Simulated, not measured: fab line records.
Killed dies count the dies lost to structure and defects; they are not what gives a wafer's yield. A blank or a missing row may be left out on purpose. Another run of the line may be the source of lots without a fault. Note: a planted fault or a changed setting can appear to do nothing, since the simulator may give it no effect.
fab line records -- flow n5-finfet
record: lots: 6, wafers: 18, last-day: 16
route steps=1938 shown BEOL_M4@1089 PASSIVATION@1936
lots with no fault: from the same line, run without faults
start-h: hours from the record's first day to the start of the lot's first wafer shown -- wait-h: time in hours since the lot's previous step -- " repeats the value in the row above -- L1.1+2: a single row standing in for several wafers -- - value missing, or start not given -- * or withheld: withheld -- < > ~ a bound
route shown NAME@n: a module of which the file shows steps, and the number in the route of the first -- usual: mean/standard deviation taken from wafers without a fault -- same: alike in all rows -- chamber/n: place in a boat -- sites: the reading at each site -- _std_site: how widely they spread, as a standard deviation -- _edge_site: inner sites' mean taken away from outer sites' mean -- radius-mm: for every site, how far away it sits from the centre of the wafer -- mask NAME#n: copy n -- behind: the last tool/chamber to shape the wafer -- hold: what put the lot on hold/how long, in hours/how the hold closed -- device: which transistor (n, p or np) failed to switch -- end of line: the same wafers' tests at the end of the route -- where a step has no rows: the recipe by itself -- killed: not the wafer's yield, but the dies lost to structure and defects at the first sort -- map: dies across one wafer; x = killed, . = not, _ = none there
set.NAME: setting as actually run; set.NAME@STEP: the setting as run at that earlier step -- model.NAME: the simulator's own value behind a step, which no gauge read
lots at some steps of the route; a table a step, a row a wafer
services: from which hour (start-h, from the record's first day; less than 0 if before it) a tool's chamber was out of use, for how many hours, and why
== steps ==
step: N5_BEOL_M4_ANNEAL_82
recipe: temp-c: 400, time-s: 240, ambient: vacuum
step: N5_BEOL_M4_SPUTTER_86
recipe: material: Cu, target-thk-a: 45, temp-c: -20, chamber-pressure-pa: 0.07, power-w: withheld, time-s: 8.29
step: N5_BEOL_M4_ANNEAL_87
recipe: temp-c: 400, time-s: 240, ambient: vacuum
usual: heater-power-w: 819/65
lot.wafer,tool,chamber,start-h,wait-h,heater-power-w
L792.3,pvd-sputter-02,-,197.49,0.0,708
L792.5,pvd-sputter-02,-,197.49,0.0,828
L792.6,pvd-sputter-02,-,197.49,0.0,804
L798.1,pvd-sputter-03,-,247.04,0.0,922
L798.2,pvd-sputter-03,-,247.04,0.0,770
L798.6,pvd-sputter-03,-,247.04,0.0,770
L799.1,pvd-sputter-03,-,250.17,0.0,771
L799.2,pvd-sputter-03,-,250.17,0.0,758
L799.3,pvd-sputter-03,-,250.17,0.0,915
L800.1,pvd-sputter-01,-,253.52,0.0,844
L800.2,pvd-sputter-01,-,253.52,0.0,797
L800.4,pvd-sputter-01,-,253.52,0.0,781
L806.2,pvd-sputter-03,-,273.05,0.0,784
L806.4,pvd-sputter-03,-,273.05,0.0,764
L806.5,pvd-sputter-03,-,273.05,0.0,885
L804.3,pvd-sputter-03,-,277.47,0.0,789
L804.5,pvd-sputter-03,-,277.47,0.0,766
L804.6,pvd-sputter-03,-,277.47,0.0,762
step: N5_BEOL_M4_SPUTTER_88
recipe: material: Cu, target-thk-a: 45, temp-c: -20, chamber-pressure-pa: 0.07, power-w: withheld, time-s: 8.29
step: N5_BEOL_M4_ANNEAL_89
recipe: temp-c: 400, time-s: 240, ambient: vacuum
step: N5_BEOL_M4_SPUTTER_90
recipe: material: Cu, target-thk-a: 45, temp-c: -20, chamber-pressure-pa: 0.07, power-w: withheld, time-s: 8.29
step: N5_BEOL_M4_ANNEAL_91
recipe: temp-c: 400, time-s: 240, ambient: vacuum
step: N5_BEOL_M4_SPUTTER_92
recipe: material: Cu, target-thk-a: 45, temp-c: -20, chamber-pressure-pa: 0.07, power-w: withheld, time-s: 8.29
usual: throttle-valve-pct: 29.9/1.2
lot.wafer,tool,chamber,start-h,wait-h,throttle-valve-pct
L792.3,pvd-sputter-02,-,198.07,0.1,31.8
L792.5,pvd-sputter-02,-,198.07,0.1,30.8
L792.6,pvd-sputter-02,-,198.07,0.1,31.6
L798.1,pvd-sputter-03,-,247.62,0.1,29.0
L798.2,pvd-sputter-03,-,247.62,0.1,28.9
L798.6,pvd-sputter-03,-,247.62,0.1,29.5
L799.1,pvd-sputter-03,-,250.75,0.1,30.9
L799.2,pvd-sputter-03,-,250.75,0.1,29.1
L799.3,pvd-sputter-03,-,250.75,0.1,28.9
L800.1,pvd-sputter-01,-,254.10,0.1,27.9
L800.2,pvd-sputter-01,-,254.10,0.1,30.2
L800.4,pvd-sputter-01,-,254.10,0.1,30.9
L806.2,pvd-sputter-03,-,273.63,0.1,30.8
L806.4,pvd-sputter-03,-,273.63,0.1,28.5
L806.5,pvd-sputter-03,-,273.63,0.1,28.8
L804.3,pvd-sputter-03,-,278.05,0.1,28.6
L804.5,pvd-sputter-03,-,278.05,0.1,29.6
L804.6,pvd-sputter-03,-,278.05,0.1,28.9
step: N5_BEOL_M4_ANNEAL_93
recipe: temp-c: 400, time-s: 240, ambient: vacuum
usual: heater-power-w: 819/69
lot.wafer,tool,chamber,start-h,wait-h,heater-power-w
L792.3,pvd-sputter-02,-,198.15,0.0,705
L792.5,pvd-sputter-02,-,198.15,0.0,840
L792.6,pvd-sputter-02,-,198.15,0.0,792
L798.1,pvd-sputter-03,-,247.70,0.0,929
L798.2,pvd-sputter-03,-,247.70,0.0,769
L798.6,pvd-sputter-03,-,247.70,0.0,764
L799.1,pvd-sputter-03,-,250.83,0.0,783
L799.2,pvd-sputter-03,-,250.83,0.0,767
L799.3,pvd-sputter-03,-,250.83,0.0,926
L800.1,pvd-sputter-01,-,254.18,0.0,828
L800.2,pvd-sputter-01,-,254.18,0.0,794
L800.4,pvd-sputter-01,-,254.18,0.0,762
L806.2,pvd-sputter-03,-,273.71,0.0,773
L806.4,pvd-sputter-03,-,273.71,0.0,777
L806.5,pvd-sputter-03,-,273.71,0.0,932
L804.3,pvd-sputter-03,-,278.13,0.0,779
L804.5,pvd-sputter-03,-,278.13,0.0,771
L804.6,pvd-sputter-03,-,278.13,0.0,786
step: N5_BEOL_M4_SPUTTER_94
recipe: material: Cu, target-thk-a: 45, temp-c: -20, chamber-pressure-pa: 0.07, power-w: withheld, time-s: 8.29
step: N5_BEOL_M4_ANNEAL_95
recipe: temp-c: 400, time-s: 240, ambient: vacuum
usual: heater-power-w: 819/66
lot.wafer,tool,chamber,start-h,wait-h,heater-power-w
L792.3,pvd-sputter-02,-,198.37,0.0,716
L792.5,pvd-sputter-02,-,198.37,0.0,828
L792.6,pvd-sputter-02,-,198.37,0.0,794
L798.1,pvd-sputter-03,-,247.92,0.0,929
L798.2,pvd-sputter-03,-,247.92,0.0,753
L798.6,pvd-sputter-03,-,247.92,0.0,759
L799.1,pvd-sputter-03,-,251.05,0.0,778
L799.2,pvd-sputter-03,-,251.05,0.0,787
L799.3,pvd-sputter-03,-,251.05,0.0,918
L800.1,pvd-sputter-01,-,254.40,0.0,823
L800.2,pvd-sputter-01,-,254.40,0.0,788
L800.4,pvd-sputter-01,-,254.40,0.0,768
L806.2,pvd-sputter-03,-,273.93,0.0,814
L806.4,pvd-sputter-03,-,273.93,0.0,772
L806.5,pvd-sputter-03,-,273.93,0.0,949
L804.3,pvd-sputter-03,-,278.35,0.0,771
L804.5,pvd-sputter-03,-,278.35,0.0,782
L804.6,pvd-sputter-03,-,278.35,0.0,787
step: N5_BEOL_M4_SPUTTER_96
recipe: material: Cu, target-thk-a: 45, temp-c: -20, chamber-pressure-pa: 0.07, power-w: withheld, time-s: 8.29
step: N5_BEOL_M4_ECD_50
recipe: material: Cu, target-thk-a: 3000
lot.wafer,tool,chamber,start-h,wait-h
L792.3+5+6,ecd-cu-01,"0,1,0",198.66,0.1
L798.1+2+6,ecd-cu-01,"1,0,0",248.18,0.1
L799.1+2+3,ecd-cu-02,"0,1,0",251.30,0.1
L800.1+2+4,ecd-cu-02,"0,1,0",254.65,0.1
L806.2+4+5,ecd-cu-02,"1,0,0",274.19,0.1
L804.3+5+6,ecd-cu-02,"1,0,1",278.63,0.1
step: N5_BEOL_M4_ANNEAL_51
recipe: temp-c: 225, time-s: 90, ambient: N2
usual: wafer_temp_C_max: 225.87/0.23
lot.wafer,tool,chamber,start-h,wait-h,wafer_temp_C_max
L792.3,rtp-anneal-02,0,199.08,0.4,225.72
L792.5,rtp-anneal-02,0,199.08,0.4,226.21
L792.6,rtp-anneal-02,0,199.08,0.4,225.83
L798.1,rtp-anneal-02,0,248.32,0.1,225.62
L798.2,rtp-anneal-02,0,248.32,0.1,226.01
L798.6,rtp-anneal-02,0,248.32,0.1,225.77
L799.1,rtp-anneal-02,0,251.38,0.1,225.76
L799.2,rtp-anneal-02,0,251.38,0.1,226.57
L799.3,rtp-anneal-02,0,251.38,0.1,225.91
L800.1,rtp-anneal-02,0,254.73,0.1,225.85
L800.2,rtp-anneal-02,0,254.73,0.1,225.80
L800.4,rtp-anneal-02,0,254.73,0.1,226.46
L806.2,rtp-anneal-01,0,274.31,0.1,225.91
L806.4,rtp-anneal-01,0,274.31,0.1,225.77
L806.5,rtp-anneal-01,0,274.31,0.1,225.96
L804.3,rtp-anneal-02,0,278.78,0.1,226.05
L804.5,rtp-anneal-02,0,278.78,0.1,226.16
L804.6,rtp-anneal-02,0,278.78,0.1,225.67
step: N5_BEOL_M4_CMP_52
recipe: stop-on: SiOC, t-overpolish-s: 6.8, down-force-psi: 1, platen-rpm: 50, clearing-platen-down-force-psi: 1.5, clearing-platen-rpm: 50, post-cmp-clean: cu-alkaline, target-thk-nm: 40, clearing-platen-pad-velocity-m-s: 0.99484, pad-velocity-m-s: 0.99484
usual: clearing-platen-down-force-psi: 1.500/0.0032, motor-current-A: 5.8/0.61, time-to-endpoint-s: 62/3.1
lot.wafer,tool,chamber,start-h,wait-h,clearing-platen-down-force-psi,motor-current-A,time-to-endpoint-s
L792.3,cmp-03,2,199.32,0.2,1.500,6.0,55
L792.5,cmp-03,1,199.32,0.2,1.503,6.2,64
L792.6,cmp-03,2,199.32,0.2,1.501,5.5,59
L798.1,cmp-04,0,248.88,0.5,1.492,5.0,62
L798.2,cmp-04,2,248.88,0.5,1.501,6.5,62
L798.6,cmp-04,0,248.88,0.5,1.494,4.8,61
L799.2,cmp-04,2,251.68,0.2,1.498,6.3,61
L799.1,cmp-04,3,251.68,0.2,1.497,6.1,64
L799.3,cmp-04,1,251.68,0.2,1.500,5.3,66
L800.4,cmp-03,3,255.04,0.1,1.499,7.1,65
L800.2,cmp-03,0,255.04,0.1,1.497,6.7,61
L800.1,cmp-03,2,255.04,0.1,1.495,5.9,55
L806.4,cmp-02,2,274.57,0.1,1.497,5.4,0
L806.2,cmp-02,3,274.57,0.1,1.493,5.9,0
L806.5,cmp-02,3,274.57,0.1,1.498,6.2,0
L804.3,cmp-04,3,279.03,0.2,1.503,5.6,0
L804.5,cmp-04,2,279.03,0.2,1.504,6.7,0
L804.6,cmp-04,3,279.03,0.2,1.499,5.7,0
step: N5_BEOL_M4_RC_MEAS_101
usual: DIBL_N: 36.1/1.7, DIBL_P: 35.9/2.1, IOFF_N: 0.154/0.029, IOFF_P: 0.21/0.035, ION_N: 673/10, ION_P: 463/7.5, SS_N: 71.6/0.59, SS_P: 73.2/0.69, VT_N: 250.5/2.9, VT_P: -250/3.2
lot.wafer,tool,chamber,start-h,wait-h,DIBL_N[mV/V],DIBL_P[mV/V],IOFF_N[nA/um],IOFF_P[nA/um],ION_N[uA/um],ION_P[uA/um],SS_N[mV/dec],SS_P[mV/dec],VT_N[mV],VT_P[mV]
L792.3,prober-01,0,200.20,0.3,37.2,38.4,0.183,0.26,696,481,71.9,74.0,247.0,-249
L792.5,prober-01,0,200.20,0.3,38.1,39.4,0.205,0.28,697,472,71.4,74.6,243.6,-247
L792.6,prober-01,0,200.20,0.3,37.3,37.8,0.173,0.24,681,469,71.4,73.5,248.7,-249
L798.1,prober-01,0,250.06,0.0,36.1,36.1,0.155,0.20,684,470,71.7,73.4,249.8,-252
L798.2,prober-01,0,250.06,0.0,35.0,33.9,0.130,0.17,680,461,71.5,73.2,251.6,-255
L798.6,prober-01,0,250.06,0.0,36.6,36.6,0.167,0.20,672,460,71.7,74.3,248.1,-253
L799.1,prober-02,0,252.32,0.0,32.2,32.1,0.111,0.18,662,463,70.8,72.2,254.5,-250
L799.2,prober-02,0,252.32,0.0,32.6,32.9,0.118,0.19,665,465,70.9,72.4,253.3,-250
L799.3,prober-02,0,252.32,0.0,30.1,28.6,0.084,0.14,651,453,70.6,71.7,258.1,-254
L800.1,prober-02,0,255.66,0.0,33.7,32.9,0.127,0.18,664,456,70.6,73.2,253.8,-251
L800.2,prober-02,0,255.66,0.0,36.0,36.2,0.157,0.22,662,461,72.3,73.5,250.7,-250
L800.4,prober-02,0,255.66,0.0,34.0,33.5,0.133,0.19,668,461,70.8,72.9,253.0,-253
step: N5_PASSIVATION_PROBE_49
usual: defect-limited-yield: 91.3/1.4, killed_at_M0_to_M3: 34/9.2, killed_at_M4_up: 13/5.3, killed-at-contacts: 12/6, killed-at-front-end: 39/12, killed-at-other: 4/3.3, killed-dies: 102/17, killed-on-rim: 13/3.9, killed-open: 67/12, killed-short: 34/7.4, sort_bin_5_function: 5.1/1, sort_bin_6_memory: 3.2/0.6, sort_bin_8_speed: 0.00/0.007, sort-n-pass: 1078/17, sort-yield-pct: 91.3/1.4
same: gross-dies: 1180, killed-at-back-side: 0, sort_bin_4_leakage[%]: 0
lot.wafer,tool,chamber,start-h,wait-h,defect-limited-yield[%],killed_at_M0_to_M3,killed_at_M4_up,killed-at-contacts,killed-at-front-end,killed-at-other,killed-dies,killed-on-rim,killed-open,killed-short,sort_bin_5_function[%],sort_bin_6_memory[%],sort_bin_8_speed[%],sort-n-pass,sort-yield-pct[%]
L792.3,prober-02,-,298.40,0.1,92.6,25,15,10,35,2,87,11,59,26,4.4,2.9,0,1093,92.6
L792.5,prober-02,-,298.50,0.2,92.8,31,11,5,32,6,85,11,53,32,4.1,2.9,0,1095,92.8
L792.6,prober-02,-,298.55,0.3,91.9,35,11,10,37,2,95,8,61,32,5.2,2.6,0,1085,91.9
L800.1,prober-01,-,362.15,0.0,88.9,24,27,18,55,7,131,18,80,40,6.2,4.2,0,1049,88.9
L800.2,prober-01,-,362.20,0.1,92.7,31,13,7,33,2,86,10,54,28,4.3,2.9,0,1094,92.7
L800.4,prober-01,-,362.30,0.2,92.4,31,12,10,33,4,90,8,62,26,4.1,3.5,0,1090,92.4
L798.1,prober-01,-,365.06,0.0,90.8,28,19,14,47,0,108,19,71,37,5.3,3.3,0,1072,90.8
L798.2,prober-01,-,365.11,0.1,89.2,35,17,9,64,2,127,12,68,50,5.8,3.7,0,1053,89.2
L798.6,prober-01,-,365.31,0.3,91.0,24,15,18,48,1,106,15,58,47,5.3,3.2,0,1074,91.0
L799.1,prober-01,-,368.78,0.0,94.7,16,13,3,28,2,62,11,41,21,3.0,2.1,0,1118,94.7
L799.2,prober-01,-,368.83,0.1,94.4,24,9,9,23,1,66,6,50,15,3.1,2.5,0,1114,94.4
L799.3,prober-01,-,368.88,0.1,92.1,38,8,3,41,3,93,7,54,32,4.7,2.3,0.08,1086,92.0
L806.2,prober-01,-,379.74,0.1,0,49,1083,8,38,2,1180,152,66,44,96.1,3.6,0,0,0
L806.4,prober-01,-,379.84,0.2,0,35,1102,16,26,1,1180,152,56,30,98.1,1.9,0,0,0
L806.5,prober-01,-,379.89,0.2,0,47,1092,16,24,1,1180,152,66,35,96.3,3.4,0,0,0
L804.3,prober-02,-,380.86,0.1,0,38,1109,5,28,0,1180,152,57,33,96.0,3.5,0,0,0
L804.5,prober-02,-,380.96,0.2,0,36,1083,11,47,3,1180,152,70,36,96.4,3.1,0,0,0
L804.6,prober-02,-,381.01,0.3,0,35,1093,14,37,1,1180,152,59,36,96.5,3.1,0,0,0
killed by level:class
L792.3 STI_FIN_REVEAL:geometric-particle:open=12 FIN_SAQP:geometric-particle:short=8 MOL_CONTACT_COAG:geometric-particle:open=8 FIN_SAQP:geometric-particle:open=7 BEOL_M0_SAQP:geometric-particle:short=6 BEOL_M3:geometric-particle:open=5 BEOL_M5:geometric-particle:open=4 BEOL_M1:geometric-particle:open=4
L792.5 BEOL_M0_SAQP:geometric-particle:short=11 BEOL_M0_SAQP:geometric-particle:open=8 STI_FIN_REVEAL:geometric-particle:open=6 BEOL_M1:geometric-particle:open=6 DUMMY_GATE:geometric-particle:open=5 FIN_SAQP:geometric-particle:short=4 STI_FIN_REVEAL:geometric-particle:short=4 BEOL_M5:geometric-particle:open=4
L792.6 BEOL_M0_SAQP:geometric-particle:open=12 FIN_SAQP:geometric-particle:short=9 BEOL_M0_SAQP:geometric-particle:short=9 BEOL_M1:geometric-particle:open=8 MOL_CONTACT_COAG:geometric-particle:open=8 FIN_SAQP:geometric-particle:open=5 ILD0:geometric-particle:open=4 GATE_CUT:geometric-particle:short=4
L800.1 BEOL_M4:geometric-particle:open=15 MOL_CONTACT_COAG:geometric-particle:open=14 DUMMY_GATE:geometric-particle:open=12 BEOL_M2:geometric-particle:open=6 HKMG_FIN:area-etch=6 FIN_SAQP:geometric-particle:open=5 BEOL_M4:geometric-particle:short=5 STARTING-WAFER:geometric-particle:short=5
L800.2 BEOL_M1:geometric-particle:open=10 BEOL_M4:geometric-particle:open=8 MOL_CONTACT_COAG:geometric-particle:open=6 GATE_CUT:geometric-particle:short=5 BEOL_M2:geometric-particle:open=5 BEOL_M0:geometric-particle:open=4 STI_FIN_REVEAL:geometric-particle:open=4 DUMMY_GATE:geometric-particle:open=4
L800.4 MOL_CONTACT_COAG:geometric-particle:open=9 FIN_SAQP:geometric-particle:open=7 BEOL_M0_SAQP:geometric-particle:open=7 BEOL_M0_SAQP:geometric-particle:short=7 BEOL_M4:geometric-particle:open=6 STI_FIN_REVEAL:geometric-particle:open=5 DUMMY_GATE:geometric-particle:open=5 BEOL_M1:geometric-particle:open=4
L798.1 MOL_CONTACT_COAG:geometric-particle:open=13 FIN_SAQP:geometric-particle:short=12 BEOL_M3:geometric-particle:open=10 FIN_SAQP:geometric-particle:open=8 BEOL_M4:geometric-particle:short=8 STI_FIN_REVEAL:geometric-particle:open=5 ILD0:geometric-particle:open=5 STARTING-WAFER:geometric-particle:open=5
L798.2 FIN_SAQP:geometric-particle:short=13 FIN_SAQP:geometric-particle:open=11 STI_FIN_REVEAL:geometric-particle:open=9 HKMG_FIN:area-etch=9 STARTING-WAFER:geometric-particle:short=8 BEOL_M4:geometric-particle:short=7 MOL_CONTACT_COAG:geometric-particle:open=6 ILD0:geometric-particle:open=5
L798.6 FIN_SAQP:geometric-particle:short=21 MOL_CONTACT_COAG:geometric-particle:open=15 FIN_SAQP:geometric-particle:open=10 STI_FIN_REVEAL:geometric-particle:open=5 BEOL_M0_SAQP:geometric-particle:short=5 BEOL_M3:geometric-particle:open=4 MOL_CONTACT_COAG:geometric-particle:short=3 ILD0:geometric-particle:open=3
L799.1 FIN_SAQP:geometric-particle:short=9 STI_FIN_REVEAL:geometric-particle:open=7 BEOL_M3:geometric-particle:open=7 BEOL_M5:geometric-particle:open=5 DUMMY_GATE:geometric-particle:open=4 BEOL_M4:geometric-particle:open=4 BEOL_M0_SAQP:geometric-particle:short=3 BEOL_M2:geometric-particle:open=3
L799.2 BEOL_M3:geometric-particle:open=10 MOL_CONTACT_COAG:geometric-particle:open=8 BEOL_M2:geometric-particle:open=6 DUMMY_GATE:geometric-particle:open=5 STI_FIN_REVEAL:geometric-particle:open=5 STI_FIN_REVEAL:geometric-particle:short=3 GATE_CUT:geometric-particle:short=3 BEOL_M1:geometric-particle:open=3
L799.3 BEOL_M3:geometric-particle:open=14 FIN_SAQP:geometric-particle:short=9 HKMG_FIN:area-etch=6 DUMMY_GATE:geometric-particle:open=5 BEOL_M0_SAQP:geometric-particle:short=5 BEOL_M0_SAQP:geometric-particle:open=5 BEOL_M2:geometric-particle:open=5 DUMMY_GATE:geometric-particle:short=4
L806.2 BEOL_M4:area-ecd=1070 BEOL_M0_SAQP:geometric-particle:short=14 BEOL_M0_SAQP:geometric-particle:open=13 BEOL_M2:geometric-particle:open=9 FIN_SAQP:geometric-particle:short=7 STI_FIN_REVEAL:geometric-particle:open=6 BEOL_M3:geometric-particle:open=6 GATE_CUT:geometric-particle:short=5
L806.4 BEOL_M4:area-ecd=1094 MOL_CONTACT_COAG:geometric-particle:open=12 STI_FIN_REVEAL:geometric-particle:open=11 BEOL_M0_SAQP:geometric-particle:short=10 BEOL_M3:geometric-particle:open=10 FIN_SAQP:geometric-particle:short=5 MOL_CONTACT_COAG:geometric-particle:short=4 BEOL_M0_SAQP:geometric-particle:open=4
L806.5 BEOL_M4:area-ecd=1079 MOL_CONTACT_COAG:geometric-particle:open=15 BEOL_M0_SAQP:geometric-particle:short=12 BEOL_M3:geometric-particle:open=9 BEOL_M1:geometric-particle:open=7 BEOL_M4:geometric-particle:open=7 BEOL_M2:geometric-particle:open=6 STI_FIN_REVEAL:geometric-particle:open=5
L804.3 BEOL_M4:area-ecd=1090 BEOL_M2:geometric-particle:open=16 GATE_CUT:geometric-particle:short=7 BEOL_M4:geometric-particle:open=7 BEOL_M4:geometric-particle:short=7 FIN_SAQP:geometric-particle:open=5 BEOL_M0_SAQP:geometric-particle:open=5 ILD0:geometric-particle:short=4
L804.5 BEOL_M4:area-ecd=1074 FIN_SAQP:geometric-particle:open=10 MOL_CONTACT_COAG:geometric-particle:open=10 BEOL_M3:geometric-particle:open=9 DUMMY_GATE:geometric-particle:open=8 GATE_CUT:geometric-particle:short=8 BEOL_M0_SAQP:geometric-particle:short=6 STARTING-WAFER:geometric-particle:short=5
L804.6 BEOL_M4:area-ecd=1084 BEOL_M1:geometric-particle:short=13 MOL_CONTACT_COAG:geometric-particle:open=12 FIN_SAQP:geometric-particle:open=8 BEOL_M1:geometric-particle:open=7 DUMMY_GATE:geometric-particle:open=6 BEOL_M4:geometric-particle:open=6 GATE_CUT:geometric-particle:short=5
map L804.3 (x killed, . not)
_________________xxxxxxxxxxxx________________
______________xxxxxxxxxxxxxxxxxx_____________
___________xxxxxxxxxxxxxxxxxxxxxxxx__________
__________xxxxxxxxxxxxxxxxxxxxxxxxxx_________
________xxxxxxxxxxxxxxxxxxxxxxxxxxxxxx_______
_______xxxxxxxxxxxxxxxxxxxxxxxxxxxxxxxx______
______xxxxxxxxxxxxxxxxxxxxxxxxxxxxxxxxxx_____
_____xxxxxxxxxxxxxxxxxxxxxxxxxxxxxxxxxxxx____
____xxxxxxxxxxxxxxxxxxxxxxxxxxxxxxxxxxxxxx___
___xxxxxxxxxxxxxxxxxxxxxxxxxxxxxxxxxxxxxxxx__
___xxxxxxxxxxxxxxxxxxxxxxxxxxxxxxxxxxxxxxxx__
__xxxxxxxxxxxxxxxxxxxxxxxxxxxxxxxxxxxxxxxxxx_
__xxxxxxxxxxxxxxxxxxxxxxxxxxxxxxxxxxxxxxxxxx_
_xxxxxxxxxxxxxxxxxxxxxxxxxxxxxxxxxxxxxxxxxxxx
_xxxxxxxxxxxxxxxxxxxxxxxxxxxxxxxxxxxxxxxxxxxx
_xxxxxxxxxxxxxxxxxxxxxxxxxxxxxxxxxxxxxxxxxxxx
_xxxxxxxxxxxxxxxxxxxxxxxxxxxxxxxxxxxxxxxxxxxx
_xxxxxxxxxxxxxxxxxxxxxxxxxxxxxxxxxxxxxxxxxxxx
_xxxxxxxxxxxxxxxxxxxxxxxxxxxxxxxxxxxxxxxxxxxx
_xxxxxxxxxxxxxxxxxxxxxxxxxxxxxxxxxxxxxxxxxxxx
_xxxxxxxxxxxxxxxxxxxxxxxxxxxxxxxxxxxxxxxxxxxx
__xxxxxxxxxxxxxxxxxxxxxxxxxxxxxxxxxxxxxxxxxx_
__xxxxxxxxxxxxxxxxxxxxxxxxxxxxxxxxxxxxxxxxxx_
___xxxxxxxxxxxxxxxxxxxxxxxxxxxxxxxxxxxxxxxx__
___xxxxxxxxxxxxxxxxxxxxxxxxxxxxxxxxxxxxxxxx__
____xxxxxxxxxxxxxxxxxxxxxxxxxxxxxxxxxxxxxx___
_____xxxxxxxxxxxxxxxxxxxxxxxxxxxxxxxxxxxx____
______xxxxxxxxxxxxxxxxxxxxxxxxxxxxxxxxxx_____
_______xxxxxxxxxxxxxxxxxxxxxxxxxxxxxxxx______
________xxxxxxxxxxxxxxxxxxxxxxxxxxxxxx_______
__________xxxxxxxxxxxxxxxxxxxxxxxxxx_________
___________xxxxxxxxxxxxxxxxxxxxxxxx__________
______________xxxxxxxxxxxxxxxxxx_____________
_________________xxxxxxxxxxxx________________
map L806.2 (x killed, . not)
_________________xxxxxxxxxxxx________________
______________xxxxxxxxxxxxxxxxxx_____________
___________xxxxxxxxxxxxxxxxxxxxxxxx__________
__________xxxxxxxxxxxxxxxxxxxxxxxxxx_________
________xxxxxxxxxxxxxxxxxxxxxxxxxxxxxx_______
_______xxxxxxxxxxxxxxxxxxxxxxxxxxxxxxxx______
______xxxxxxxxxxxxxxxxxxxxxxxxxxxxxxxxxx_____
_____xxxxxxxxxxxxxxxxxxxxxxxxxxxxxxxxxxxx____
____xxxxxxxxxxxxxxxxxxxxxxxxxxxxxxxxxxxxxx___
___xxxxxxxxxxxxxxxxxxxxxxxxxxxxxxxxxxxxxxxx__
___xxxxxxxxxxxxxxxxxxxxxxxxxxxxxxxxxxxxxxxx__
__xxxxxxxxxxxxxxxxxxxxxxxxxxxxxxxxxxxxxxxxxx_
__xxxxxxxxxxxxxxxxxxxxxxxxxxxxxxxxxxxxxxxxxx_
_xxxxxxxxxxxxxxxxxxxxxxxxxxxxxxxxxxxxxxxxxxxx
_xxxxxxxxxxxxxxxxxxxxxxxxxxxxxxxxxxxxxxxxxxxx
_xxxxxxxxxxxxxxxxxxxxxxxxxxxxxxxxxxxxxxxxxxxx
_xxxxxxxxxxxxxxxxxxxxxxxxxxxxxxxxxxxxxxxxxxxx
_xxxxxxxxxxxxxxxxxxxxxxxxxxxxxxxxxxxxxxxxxxxx
_xxxxxxxxxxxxxxxxxxxxxxxxxxxxxxxxxxxxxxxxxxxx
_xxxxxxxxxxxxxxxxxxxxxxxxxxxxxxxxxxxxxxxxxxxx
_xxxxxxxxxxxxxxxxxxxxxxxxxxxxxxxxxxxxxxxxxxxx
__xxxxxxxxxxxxxxxxxxxxxxxxxxxxxxxxxxxxxxxxxx_
__xxxxxxxxxxxxxxxxxxxxxxxxxxxxxxxxxxxxxxxxxx_
___xxxxxxxxxxxxxxxxxxxxxxxxxxxxxxxxxxxxxxxx__
___xxxxxxxxxxxxxxxxxxxxxxxxxxxxxxxxxxxxxxxx__
____xxxxxxxxxxxxxxxxxxxxxxxxxxxxxxxxxxxxxx___
_____xxxxxxxxxxxxxxxxxxxxxxxxxxxxxxxxxxxx____
______xxxxxxxxxxxxxxxxxxxxxxxxxxxxxxxxxx_____
_______xxxxxxxxxxxxxxxxxxxxxxxxxxxxxxxx______
________xxxxxxxxxxxxxxxxxxxxxxxxxxxxxx_______
__________xxxxxxxxxxxxxxxxxxxxxxxxxx_________
___________xxxxxxxxxxxxxxxxxxxxxxxx__________
______________xxxxxxxxxxxxxxxxxx_____________
_________________xxxxxxxxxxxx________________
== services ==
tool,chamber,start-h,hours,kind
pvd-sputter-01,-,182.92,8.3,repair
ecd-cu-01,-,210.21,0.5,repair
cmp-03,-,223.70,0.5,repair
cmp-03,-,228.34,5.3,pm
cmp-04,-,231.82,1.6,repair
cmp-02,-,233.52,6.2,pm
cmp-02,-,256.17,4.0,pm
cmp-03,-,258.86,7.2,repair
cmp-02,-,260.17,-,consumable-replace:conditioner
cmp-02,-,260.17,-,consumable-replace:pad
cmp-04,-,266.31,4.0,pm
cmp-03,-,267.94,1.7,repair
cmp-04,-,270.31,-,consumable-replace:conditioner
cmp-04,-,270.31,-,consumable-replace:pad
== key ==
first-sign: step: N5_BEOL_M4_CMP_52, reading: time-to-endpoint-s, direction: down, sigmas: 20, usual: *, struck: *
effect: step: N5_PASSIVATION_PROBE_49, reading: killed_at_M4_up, direction: up, sigmas: 99+, usual: 13, struck: 1094
more-kills-born-at: N5_BEOL_M4_ECD_50@ecd-cu-02: 6491
met-at N5_BEOL_M4_ECD_50
struck-wafers L804.3,L804.5,L804.6,L806.2,L806.4,L806.5
later-rows-left-out L804.3,L804.5,L804.6,L806.2,L806.4,L806.5
onset-between 254.65 274.19
also-fits time
fault: kind: skipped-step-whole, tool: ecd-cu-02, chamber: -, onset-h: 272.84, steps: N5_BEOL_M4_ECD_50, scope: struck-lots-only
later-rows-left-out: the simulator's readings of these wafers behind a module that went badly wrong aren't trusted and aren't shown, but for the sort
